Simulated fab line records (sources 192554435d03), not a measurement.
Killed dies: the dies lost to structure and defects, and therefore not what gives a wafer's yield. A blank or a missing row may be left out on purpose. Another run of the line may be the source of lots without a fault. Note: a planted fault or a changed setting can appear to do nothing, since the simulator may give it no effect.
2 desks, one fault + flow n5-finfet + what lay behind the numbers comes last; until then each desk has only its own
Where a reading is given only as a bound, like >300, the bound stands for it, and a mean or a difference that rests on one is marked > or <: the true number lies beyond.

AT THE METROLOGY DESK
What the gauges read for every lot (on any tool): the sampled wafers with a number, averaged. Marked OUT: a lot whose mean sits more than 4 standard deviations from the usual mean, which makes it out of limits; the brackets give that distance. Only the readings that lie furthest out on some lot appear, 7 of the 11 it has.
Columns: A = DIBL_N at N5_BEOL_M4_RC_MEAS_101, usual 36.4 mV/V; B = DIBL_P at N5_BEOL_M4_RC_MEAS_101, usual 36.5 mV/V; C = IOFF_N at N5_BEOL_M4_RC_MEAS_101, usual 0.154 nA/um; D = IOFF_P at N5_BEOL_M4_RC_MEAS_101, usual 0.202 nA/um; E = ION_P at N5_BEOL_M4_RC_MEAS_101, usual 460 uA/um; F = SS_N at N5_BEOL_M4_RC_MEAS_101, usual 71.6 mV/dec; G = VT_P at N5_BEOL_M4_RC_MEAS_101, usual -251.4 mV
| lot  | first seen here | A    | B    | C     | D     | E   | F    | G      |
|------|-----------------|------|------|-------|-------|-----|------|--------|
| L594 | day 4 11:35     | 36.5 | 35.3 | 0.150 | 0.179 | 453 | 72.1 | -252.4 |
| L596 | day 4 22:08     | 37.3 | 36.4 | 0.141 | 0.161 | 446 | 71.8 | -256.9 |
| L599 | day 5 19:11     | 36.7 | 36.2 | 0.160 | 0.210 | 467 | 71.2 | -248.3 |
| L600 | day 5 21:59     | 35.3 | 35.1 | 0.154 | 0.189 | 458 | 71.4 | -252.7 |
| L607 | day 7 18:37     | 36.0 | 36.4 | 0.160 | 0.202 | 467 | 72.0 | -251.3 |
| L611 | day 8 14:35     | 37.5 | 36.9 | 0.167 | 0.226 | 458 | 72.1 | -250.0 |
| L612 | day 9 00:50     | 36.7 | 36.2 | 0.145 | 0.243 | 462 | 71.8 | -247.9 |
| L614 | day 9 10:02     | 38.2 | 40.8 | 0.200 | 0.252 | 460 | 72.5 | -248.8 |
| L616 | day 10 04:41    | 36.9 | 38.4 | 0.178 | 0.208 | 458 | 71.6 | -251.3 |
This desk's finding: nothing out of limits on any of the 9 lots.

THE DEFECT DESK
Lot by lot, what the route's inspections counted, given as the mean of those sampled wafers with a number. Marked OUT: a lot whose mean sits more than 4 standard deviations from the usual mean, which makes it out of limits; the brackets give that distance.
Columns: A = raw-defect-count at N5_HKMG_FIN_INSPECT_14, usual 2.3
| lot  | first seen here | A               |
|------|-----------------|-----------------|
| L594 | day 4 11:38     | 2.7             |
| L596 | day 4 22:11     | 2.0             |
| L599 | day 5 19:14     | 2.3             |
| L600 | day 5 22:03     | 4.3             |
| L607 | day 7 18:40     | >102 (>+66) OUT |
| L611 | day 8 14:39     | 2.0             |
| L612 | day 9 00:53     | 3.0             |
| L614 | day 9 10:05     | 2.7             |
| L616 | day 10 04:44    | 2.3             |
This desk's finding: out of limits on L607; first on L607, day 7 18:40 (raw-defect-count at N5_HKMG_FIN_INSPECT_14). L594, L596, L599, L600, L611, L612, L614, L616 stayed within limits.

BROUGHT TOGETHER
The defect desk could have raised an alarm at day 7 18:40, on L607.
From the metrology desk's view, nothing was out of limits.
The metrology desk holds a record of L607, inside its limits.
On wet-bench-05, each named lot ran N5_HKMG_FIN_WET_ETCH_81.

WHAT WAS PUT IN BY THE SIMULATOR
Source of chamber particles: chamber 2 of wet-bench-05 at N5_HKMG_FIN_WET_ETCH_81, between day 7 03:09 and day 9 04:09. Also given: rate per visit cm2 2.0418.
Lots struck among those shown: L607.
Hours from the fault's start to each desk's first reading out of limits: the defect desk, 16.
